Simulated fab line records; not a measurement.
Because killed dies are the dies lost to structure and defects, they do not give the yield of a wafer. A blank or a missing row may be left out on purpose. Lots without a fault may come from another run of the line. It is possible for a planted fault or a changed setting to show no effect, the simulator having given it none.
What tool caused it? + flow n5 finfet + Sampling: 21 lots, 63 wafers, 6 of 1938 route steps

## WHAT EACH GAUGE READ, for each wafer
No reading from a measuring or inspecting step in the record can be judged against a usual standard deviation.

## EACH LOT AND THE TOOL THAT RAN IT (in order: tool; ch and the chambers of the sampled wafers; start)
| lot  | N5_GATE_CUT_ETCH_56               | N5_GATE_CUT_SAC_CAP_01            | N5_GATE_CUT_STRIP_41               | N5_GATE_CUT_CMP_61            | N5_MOL_CONTACT_COAG_ETCH_105       | N5_MOL_CONTACT_COAG_ETCH_106       |
|------|-----------------------------------|-----------------------------------|------------------------------------|-------------------------------|------------------------------------|------------------------------------|
| L074 | rie metal-01 ch 1, day 4 10:53    | ald sin-01 ch 0,2,3, day 4 11:41  | rie diel-05 ch 1,2,3, day 4 14:58  | cmp-02 ch 1,2, day 4 18:03    | rie diel-06 ch 0,3, day 4 19:09    | rie diel-06 ch 0,3, day 4 19:11    |
| L075 | rie metal-03 ch 0,1, day 4 15:43  | ald sin-02 ch 0,1, day 4 16:40    | rie diel-05 ch 0,1,3, day 4 19:57  | cmp-04 ch 1,2,3, day 4 23:17  | rie diel-06 ch 0,3, day 4 23:58    | rie diel-06 ch 0,3, day 4 23:59    |
| L077 | rie metal-02 ch 0,1, day 5 01:39  | ald sin-03 ch 0,1,3, day 5 02:08  | rie diel-04 ch 0,1,2, day 5 05:32  | cmp-04 ch 1,2,3, day 5 08:27  | rie diel-01 ch 0,1, day 5 09:23    | rie diel-01 ch 0,1, day 5 09:25    |
| L078 | rie metal-01 ch 0,1, day 5 08:07  | ald sin-02 ch 0,1,2, day 5 08:38  | rie diel-05 ch 0,1,3, day 5 12:11  | cmp-04 ch 0,2,3, day 5 15:13  | rie diel-03 ch 0,1,3, day 5 15:55  | rie diel-03 ch 0,1,3, day 5 15:56  |
| L079 | rie metal-03 ch 0,1, day 5 12:50  | ald sin-02 ch 0,3, day 5 13:20    | rie diel-04 ch 0,1, day 5 16:37    | cmp-02 ch 0,3, day 5 19:32    | rie diel-06 ch 0,1,3, day 5 20:31  | rie diel-06 ch 0,1,3, day 5 20:33  |
| L080 | rie metal-01 ch 0,1, day 5 19:55  | ald sin-03 ch 0,2,3, day 5 20:24  | rie diel-04 ch 0,1,3, day 5 23:48  | cmp-04 ch 0,1,3, day 6 02:44  | rie diel-06 ch 0,1,3, day 6 03:34  | rie diel-06 ch 0,1,3, day 6 03:35  |
| L081 | rie metal-03 ch 0,1, day 6 02:29  | ald sin-03 ch 0,2, day 6 03:04    | rie diel-02 ch 1,2, day 6 06:29    | cmp-04 ch 0,1, day 6 09:23    | rie diel-06 ch 1,2,3, day 6 10:24  | rie diel-06 ch 1,2,3, day 6 10:26  |
| L082 | rie metal-02 ch 0,1, day 6 11:04  | ald sin-02 ch 0,1,2, day 6 11:32  | rie diel-04 ch 0,1, day 6 14:50    | cmp-03 ch 0,2, day 6 18:22    | rie diel-01 ch 1,2,3, day 6 19:05  | rie diel-01 ch 1,2,3, day 6 19:07  |
| L084 | rie metal-03 ch 0,1, day 6 21:28  | ald sin-02 ch 0,2,3, day 6 22:07  | rie diel-05 ch 1,2, day 7 01:41    | cmp-02 ch 0,1,2, day 7 05:17  | rie diel-06 ch 0,1,3, day 7 06:07  | rie diel-06 ch 0,1,3, day 7 06:08  |
| L085 | rie metal-01 ch 0,1, day 7 01:26  | ald sin-03 ch 0,3, day 7 02:42    | rie diel-05 ch 0,2, day 7 06:07    | cmp-02 ch 0,1,3, day 7 09:04  | rie diel-03 ch 1,2,3, day 7 09:50  | rie diel-03 ch 1,2,3, day 7 09:52  |
| L086 | rie metal-02 ch 0, day 7 06:46    | ald sin-03 ch 1,2,3, day 7 07:48  | rie diel-04 ch 0,1,3, day 7 11:32  | cmp-04 ch 1,2,3, day 7 14:29  | rie diel-03 ch 0,2,3, day 7 15:19  | rie diel-03 ch 0,2,3, day 7 15:21  |
| L087 | rie metal-01 ch 0,1, day 7 12:18  | ald sin-01 ch 0,1, day 7 12:47    | rie diel-05 ch 0,2, day 7 16:13    | cmp-04 ch 0,1,2, day 7 19:11  | rie diel-01 ch 0,1,2, day 7 20:05  | rie diel-01 ch 0,1,2, day 7 20:07  |
| L088 | rie metal-02 ch 0, day 7 18:23    | ald sin-01 ch 0,1,2, day 7 19:02  | rie diel-04 ch 0,1,3, day 7 22:26  | cmp-04 ch 1,2, day 8 01:37    | rie diel-03 ch 1,2,3, day 8 02:20  | rie diel-03 ch 1,2,3, day 8 02:22  |
| L089 | rie metal-02 ch 0, day 8 00:12    | ald sin-01 ch 0,2,3, day 8 00:50  | rie diel-04 ch 2,3, day 8 04:30    | cmp-03 ch 1,2,3, day 8 07:28  | rie diel-03 ch 1,3, day 8 08:20    | rie diel-03 ch 1,3, day 8 08:22    |
| L091 | rie metal-03 ch 0,1, day 8 12:47  | ald sin-01 ch 1,2,3, day 8 14:32  | rie diel-02 ch 0,1,2, day 8 17:49  | cmp-04 ch 1,2,3, day 8 22:09  | rie diel-03 ch 1,3, day 8 22:50    | rie diel-03 ch 1,3, day 8 22:52    |
| L092 | rie metal-03 ch 1, day 8 19:05    | ald sin-01 ch 0,3, day 8 19:56    | rie diel-02 ch 1,2, day 8 23:14    | cmp-03 ch 1,2,3, day 9 02:24  | rie diel-06 ch 0,1,2, day 9 03:07  | rie diel-06 ch 0,1,2, day 9 03:08  |
| L093 | rie metal-02 ch 1, day 9 05:47    | ald sin-02 ch 0,2, day 9 06:44    | rie diel-05 ch 2,3, day 9 10:26    | cmp-04 ch 0,3, day 9 14:02    | rie diel-03 ch 1,2,3, day 9 14:55  | rie diel-03 ch 1,2,3, day 9 14:57  |
| L076 | rie metal-03 ch 0,1, day 9 06:38  | ald sin-03 ch 1,3, day 9 07:07    | rie diel-04 ch 1,2,3, day 9 11:04  | cmp-03 ch 0,2,3, day 9 14:17  | rie diel-06 ch 0,3, day 9 15:25    | rie diel-06 ch 0,3, day 9 15:26    |
| L095 | rie metal-01 ch 0,1, day 9 21:44  | ald sin-01 ch 0,2,3, day 9 22:25  | rie diel-04 ch 0,2, day 10 01:44   | cmp-04 ch 1,2, day 10 04:46   | rie diel-06 ch 1,2, day 10 05:26   | rie diel-06 ch 1,2, day 10 05:28   |
| L097 | rie metal-02 ch 0,1, day 10 03:11 | ald sin-02 ch 1,3, day 10 03:41   | rie diel-02 ch 1,2,3, day 10 07:08 | cmp-03 ch 1,2,3, day 10 10:04 | rie diel-06 ch 1,2, day 10 10:52   | rie diel-06 ch 1,2, day 10 10:53   |
| L096 | rie metal-01 ch 0,1, day 10 03:51 | ald sin-03 ch 0,1,3, day 10 04:20 | rie diel-02 ch 0,1,2, day 10 08:10 | cmp-04 ch 1,2,3, day 10 11:04 | rie diel-06 ch 0,1,3, day 10 11:54 | rie diel-06 ch 0,1,3, day 10 11:56 |
- N5_GATE_CUT_ETCH_56: etches TiN in Cl2/Ar, target depth 21.6 nm.
- N5_GATE_CUT_SAC_CAP_01: material SiNx, target thk 24 nm, pulse time 1 s, ald cycles 480.
- N5_GATE_CUT_STRIP_41: strips in CF4.
- N5_GATE_CUT_CMP_61: polishes, stops on SiNx, t overpolish 3 s.
- N5_MOL_CONTACT_COAG_ETCH_105: etches SiARC in CF4, target depth 15.6 nm, time 26 s.
- N5_MOL_CONTACT_COAG_ETCH_106: etches SOC in N2/H2, target depth 80 nm, overetch 16 nm, time 120 s.

## WHAT THE TOOLS THEMSELVES READ (means of the sampled wafers that have a number; where no wafer has one, the mark that the record gives instead)
N5_GATE_CUT_ETCH_56. Usual: drypump motor current A 5.6 A, standard deviation 0.38; oes product au 0.74 a.u., standard deviation 0.14; throttle valve pct 21.01 %, standard deviation 0.14.
| lot  | tool         | drypump motor current A (A) | oes product au (a.u.) | throttle valve pct (%) | flag |
|------|--------------|-----------------------------|-----------------------|------------------------|------|
| L074 | rie metal-01 | 5.1                         | 0.95                  | 21.13                  |      |
| L075 | rie metal-03 | 5.6                         | 0.64                  | 20.88                  |      |
| L077 | rie metal-02 | 5.5                         | 0.64                  | 21.03                  |      |
| L078 | rie metal-01 | 5.4                         | 0.95                  | 21.11                  |      |
| L079 | rie metal-03 | 5.8                         | 0.65                  | 20.99                  |      |
| L080 | rie metal-01 | 5.7                         | 0.96                  | 21.09                  |      |
| L081 | rie metal-03 | 5.8                         | 0.65                  | 20.99                  |      |
| L082 | rie metal-02 | 5.5                         | 0.63                  | 21.03                  |      |
| L084 | rie metal-03 | 5.6                         | 0.64                  | 20.89                  |      |
| L085 | rie metal-01 | 5.4                         | 0.93                  | 21.12                  |      |
| L086 | rie metal-02 | 5.4                         | 0.66                  | 20.93                  |      |
| L087 | rie metal-01 | 5.4                         | 0.92                  | 21.13                  |      |
| L088 | rie metal-02 | 5.4                         | 0.66                  | 20.92                  |      |
| L089 | rie metal-02 | 5.4                         | 0.65                  | 20.93                  |      |
| L091 | rie metal-03 | 5.8                         | 0.64                  | 21.02                  |      |
| L092 | rie metal-03 | 5.3                         | 0.62                  | 20.81                  |      |
| L093 | rie metal-02 | 5.7                         | 0.94                  | 20.94                  |      |
| L076 | rie metal-03 | 5.8                         | 0.64                  | 21.03                  |      |
| L095 | rie metal-01 | 5.8                         | 0.92                  | 21.10                  |      |
| L097 | rie metal-02 | 5.6                         | 0.82                  | 20.95                  |      |
| L096 | rie metal-01 | 5.7                         | 0.90                  | 21.11                  |      |

N5_GATE_CUT_SAC_CAP_01. Usual: heater power w 825 W, standard deviation 78; precursor pulse height rel 1.001, standard deviation 0.02.
| lot  | tool       | heater power w (W) | precursor pulse height rel | flag |
|------|------------|--------------------|----------------------------|------|
| L074 | ald sin-01 | 800                | 1.001                      |      |
| L075 | ald sin-02 | 793                | 0.975                      |      |
| L077 | ald sin-03 | 840                | 0.994                      |      |
| L078 | ald sin-02 | 864                | 1.003                      |      |
| L079 | ald sin-02 | 752                | 1.000                      |      |
| L080 | ald sin-03 | 811                | 1.006                      |      |
| L081 | ald sin-03 | 779                | 1.000                      |      |
| L082 | ald sin-02 | 872                | 1.004                      |      |
| L084 | ald sin-02 | 829                | 0.996                      |      |
| L085 | ald sin-03 | 858                | 0.997                      |      |
| L086 | ald sin-03 | 831                | 1.000                      |      |
| L087 | ald sin-01 | 862                | 1.007                      |      |
| L088 | ald sin-01 | 804                | 1.016                      |      |
| L089 | ald sin-01 | 795                | 0.992                      |      |
| L091 | ald sin-01 | 811                | 1.004                      |      |
| L092 | ald sin-01 | 807                | 0.998                      |      |
| L093 | ald sin-02 | 852                | 1.018                      |      |
| L076 | ald sin-03 | 816                | 1.006                      |      |
| L095 | ald sin-01 | 778                | 1.005                      |      |
| L097 | ald sin-02 | 793                | 1.001                      |      |
| L096 | ald sin-03 | 830                | 0.995                      |      |

N5_GATE_CUT_STRIP_41. Usual: drypump motor current A 5.5 A, standard deviation 0.38; oes product au 0.179 a.u., standard deviation 0.018; rf vpp V 271.7 V, standard deviation 1.3; showerhead plenum p Torr 1.82 Torr, standard deviation 0.053; throttle valve pct 13.70 %, standard deviation 0.18.
| lot  | tool        | drypump motor current A (A) | oes product au (a.u.) | rf vpp V (V) | showerhead plenum p Torr (Torr) | throttle valve pct (%) | flag |
|------|-------------|-----------------------------|-----------------------|--------------|---------------------------------|------------------------|------|
| L074 | rie diel-05 | 5.7                         | 0.183                 | 271.1        | 1.76                            | 13.62                  |      |
| L075 | rie diel-05 | 5.5                         | 0.180                 | 271.2        | 1.80                            | 13.74                  |      |
| L077 | rie diel-04 | 5.1                         | 0.171                 | 272.4        | 1.87                            | 13.73                  |      |
| L078 | rie diel-05 | 5.5                         | 0.174                 | 271.8        | 1.80                            | 13.75                  |      |
| L079 | rie diel-04 | 5.3                         | 0.174                 | 271.8        | 1.88                            | 13.56                  |      |
| L080 | rie diel-04 | 5.2                         | 0.170                 | 272.9        | 1.84                            | 13.70                  |      |
| L081 | rie diel-02 | 5.9                         | 0.196                 | 271.8        | 1.83                            | 13.64                  |      |
| L082 | rie diel-04 | 5.2                         | 0.180                 | 272.5        | 1.88                            | 13.61                  |      |
| L084 | rie diel-05 | 5.9                         | 0.185                 | 270.8        | 1.75                            | 13.70                  |      |
| L085 | rie diel-05 | 5.2                         | 0.162                 | 271.3        | 1.79                            | 13.98                  |      |
| L086 | rie diel-04 | 5.2                         | 0.171                 | 272.2        | 1.84                            | 13.73                  |      |
| L087 | rie diel-05 | 5.5                         | 0.169                 | 271.1        | 1.76                            | 13.88                  |      |
| L088 | rie diel-04 | 5.3                         | 0.167                 | 272.6        | 1.84                            | 13.73                  |      |
| L089 | rie diel-04 | 5.2                         | 0.172                 | 271.5        | 1.79                            | 13.83                  |      |
| L091 | rie diel-02 | 5.8                         | 0.187                 | 272.3        | 1.83                            | 13.67                  |      |
| L092 | rie diel-02 | 5.8                         | 0.180                 | 272.4        | 1.84                            | 13.64                  |      |
| L093 | rie diel-05 | 5.6                         | 0.169                 | 269.5        | 1.72                            | 13.75                  |      |
| L076 | rie diel-04 | 5.1                         | 0.180                 | 272.7        | 1.83                            | 13.75                  |      |
| L095 | rie diel-04 | 5.2                         | 0.178                 | 272.2        | 1.86                            | 13.58                  |      |
| L097 | rie diel-02 | 5.8                         | 0.193                 | 272.7        | 1.86                            | 13.60                  |      |
| L096 | rie diel-02 | 5.7                         | 0.181                 | 272.1        | 1.83                            | 13.69                  |      |

N5_GATE_CUT_CMP_61. Usual: head pressure psi 4.000 psi, standard deviation 0.0094; motor current A 12.7 A, standard deviation 1.8.
| lot  | tool   | head pressure psi (psi) | motor current A (A) | flag |
|------|--------|-------------------------|---------------------|------|
| L074 | cmp-02 | 3.997                   | 14.3                |      |
| L075 | cmp-04 | 3.997                   | 13.3                |      |
| L077 | cmp-04 | 3.996                   | 13.1                |      |
| L078 | cmp-04 | 3.997                   | 13.6                |      |
| L079 | cmp-02 | 3.996                   | 11.2                |      |
| L080 | cmp-04 | 4.002                   | 12.7                |      |
| L081 | cmp-04 | 3.994                   | 12.1                |      |
| L082 | cmp-03 | 3.999                   | 11.6                |      |
| L084 | cmp-02 | 3.988                   | 13.7                |      |
| L085 | cmp-02 | 4.005                   | 13.0                |      |
| L086 | cmp-04 | 4.005                   | 13.6                |      |
| L087 | cmp-04 | 4.010                   | 12.0                |      |
| L088 | cmp-04 | 3.995                   | 12.6                |      |
| L089 | cmp-03 | 4.009                   | 10.5                |      |
| L091 | cmp-04 | 3.993                   | 13.5                |      |
| L092 | cmp-03 | 4.005                   | 10.3                |      |
| L093 | cmp-04 | 3.997                   | 13.4                |      |
| L076 | cmp-03 | 3.999                   | 11.9                |      |
| L095 | cmp-04 | 3.997                   | 12.0                |      |
| L097 | cmp-03 | 4.005                   | 10.7                |      |
| L096 | cmp-04 | 4.006                   | 13.6                |      |

N5_MOL_CONTACT_COAG_ETCH_105. Usual: drypump motor current A 5.6 A, standard deviation 0.34; etch rf on time s 26.1 s, standard deviation 0.69; oes product au 0.65 a.u., standard deviation 0.057; rf vpp V 184.3 V, standard deviation 1.1; showerhead plenum p Torr 2.17 Torr, standard deviation 0.052; throttle valve pct 15.72 %, standard deviation 0.28.
| lot  | tool        | drypump motor current A (A) | etch rf on time s (s) | oes product au (a.u.) | rf vpp V (V) | showerhead plenum p Torr (Torr) | throttle valve pct (%) | flag |
|------|-------------|-----------------------------|-----------------------|-----------------------|--------------|---------------------------------|------------------------|------|
| L074 | rie diel-06 | 5.4                         | 25.6                  | 0.68                  | 185.2        | 2.19                            | 15.79                  |      |
| L075 | rie diel-06 | 5.6                         | 25.4                  | 0.71                  | 184.4        | 2.14                            | 15.57                  |      |
| L077 | rie diel-01 | 5.6                         | 25.4                  | 0.74                  | 185.8        | 2.25                            | 15.35                  |      |
| L078 | rie diel-03 | 5.4                         | 26.3                  | 0.64                  | 184.4        | 2.17                            | 15.73                  |      |
| L079 | rie diel-06 | 5.5                         | 25.7                  | 0.67                  | 184.7        | 2.17                            | 15.79                  |      |
| L080 | rie diel-06 | 5.5                         | 25.6                  | 0.66                  | 184.8        | 2.17                            | 15.80                  |      |
| L081 | rie diel-06 | 5.4                         | 25.7                  | 0.66                  | 185.0        | 2.20                            | 15.86                  |      |
| L082 | rie diel-01 | 5.5                         | 26.6                  | 0.67                  | 184.9        | 2.18                            | 15.67                  |      |
| L084 | rie diel-06 | 5.5                         | 25.6                  | 0.66                  | 183.9        | 2.17                            | 15.81                  |      |
| L085 | rie diel-03 | 5.7                         | 27.2                  | 0.63                  | 184.5        | 2.15                            | 15.63                  |      |
| L086 | rie diel-03 | 5.6                         | 26.9                  | 0.60                  | 184.4        | 2.16                            | 15.81                  |      |
| L087 | rie diel-01 | 5.6                         | 26.0                  | 0.66                  | 184.9        | 2.23                            | 15.67                  |      |
| L088 | rie diel-03 | 5.7                         | 26.9                  | 0.63                  | 183.3        | 2.14                            | 15.64                  |      |
| L089 | rie diel-03 | 5.6                         | 26.5                  | 0.64                  | 183.9        | 2.16                            | 15.61                  |      |
| L091 | rie diel-03 | 5.3                         | 26.3                  | 0.63                  | 183.2        | 2.15                            | 15.64                  |      |
| L092 | rie diel-06 | 5.7                         | 25.5                  | 0.68                  | 183.7        | 2.14                            | 15.67                  |      |
| L093 | rie diel-03 | 5.7                         | 26.7                  | 0.62                  | 183.9        | 2.14                            | 15.67                  |      |
| L076 | rie diel-06 | 5.4                         | 25.5                  | 0.64                  | 184.9        | 2.18                            | 15.88                  |      |
| L095 | rie diel-06 | 5.6                         | 25.9                  | 0.63                  | 183.9        | 2.17                            | 15.90                  |      |
| L097 | rie diel-06 | 5.5                         | 25.7                  | 0.66                  | 184.0        | 2.16                            | 15.75                  |      |
| L096 | rie diel-06 | 5.5                         | 25.7                  | 0.64                  | 183.8        | 2.16                            | 15.86                  |      |

N5_MOL_CONTACT_COAG_ETCH_106. Usual: drypump motor current A is 5.6 A with standard deviation 0.34, h2 flow sccm is 199.9 sccm with standard deviation 0.57, oes product au is 0.69 a.u. with standard deviation 0.054, rf vpp V is 524.6 V with standard deviation 2, showerhead plenum p Torr is 2.57 Torr with standard deviation 0.068, temp c is 40.00 C with standard deviation 0.11, and throttle valve pct is 17.9 % with standard deviation 0.32.
| lot  | tool        | drypump motor current A (A) | h2 flow sccm (sccm) | oes product au (a.u.) | rf vpp V (V) | showerhead plenum p Torr (Torr) | temp c (C) | throttle valve pct (%) | flag |
|------|-------------|-----------------------------|---------------------|-----------------------|--------------|---------------------------------|------------|------------------------|------|
| L074 | rie diel-06 | 5.4                         | 200.3               | 0.70                  | 523.5        | 2.60                            | 40.07      | 18.1                   |      |
| L075 | rie diel-06 | 5.6                         | 199.9               | 0.74                  | 523.2        | 2.53                            | 39.90      | 17.7                   |      |
| L077 | rie diel-01 | 5.6                         | 200.4               | 0.76                  | 527.4        | 2.70                            | 40.09      | 17.7                   |      |
| L078 | rie diel-03 | 5.4                         | 199.8               | 0.67                  | 524.8        | 2.57                            | 40.01      | 17.8                   |      |
| L079 | rie diel-06 | 5.6                         | 199.7               | 0.69                  | 524.6        | 2.58                            | 40.03      | 18.0                   |      |
| L080 | rie diel-06 | 5.6                         | 200.2               | 0.69                  | 525.7        | 2.58                            | 39.95      | 18.0                   |      |
| L081 | rie diel-06 | 5.4                         | 200.2               | 0.69                  | 526.8        | 2.62                            | 39.87      | 18.1                   |      |
| L082 | rie diel-01 | 5.6                         | 199.7               | 0.71                  | 524.7        | 2.60                            | 39.94      | 17.9                   |      |
| L084 | rie diel-06 | 5.6                         | 200.1               | 0.68                  | 525.4        | 2.57                            | 40.07      | 18.0                   |      |
| L085 | rie diel-03 | 5.8                         | 200.2               | 0.67                  | 523.3        | 2.54                            | 40.09      | 17.7                   |      |
| L086 | rie diel-03 | 5.6                         | 200.1               | 0.65                  | 524.5        | 2.55                            | 40.04      | 17.9                   |      |
| L087 | rie diel-01 | 5.6                         | 199.7               | 0.69                  | 527.0        | 2.66                            | 40.01      | 18.0                   |      |
| L088 | rie diel-03 | 5.8                         | 200.0               | 0.67                  | 522.7        | 2.53                            | 39.96      | 17.7                   |      |
| L089 | rie diel-03 | 5.6                         | 200.2               | 0.68                  | 525.0        | 2.54                            | 40.01      | 17.7                   |      |
| L091 | rie diel-03 | 5.3                         | 199.9               | 0.67                  | 523.7        | 2.55                            | 39.86      | 17.9                   |      |
| L092 | rie diel-06 | 5.7                         | 199.0               | 0.69                  | 523.7        | 2.54                            | 39.97      | 17.8                   |      |
| L093 | rie diel-03 | 5.7                         | 200.7               | 0.66                  | 522.8        | 2.53                            | 40.00      | 17.8                   |      |
| L076 | rie diel-06 | 5.4                         | 199.7               | 0.67                  | 525.4        | 2.58                            | 40.05      | 18.1                   |      |
| L095 | rie diel-06 | 5.6                         | 199.9               | 0.66                  | 525.4        | 2.59                            | 39.98      | 18.1                   |      |
| L097 | rie diel-06 | 5.5                         | 200.0               | 0.69                  | 524.9        | 2.57                            | 40.03      | 17.9                   |      |
| L096 | rie diel-06 | 5.5                         | 199.8               | 0.66                  | 524.1        | 2.56                            | 39.98      | 18.0                   |      |

## THE ANSWER, worked out from the rows above alone
Rule: take the mean of a lot's wafers that have a number; if it is more than 3 standard deviations from the usual mean, the lot is off. Also off: a lot with no number at a reading for which 4 or more lots have one. The other lots that the step has rows for count as sound. After the gauges, taken in route order, come the tools' own readings; for these a lot's mean is taken, as printed above. The first step at which some lot is off is used, and at that step the reading that is off furthest; a lot without a number counts as furthest.
No lot is off on any of the readings shown, so nothing can be concluded from this.

## WHAT THE SIMULATOR PUT IN
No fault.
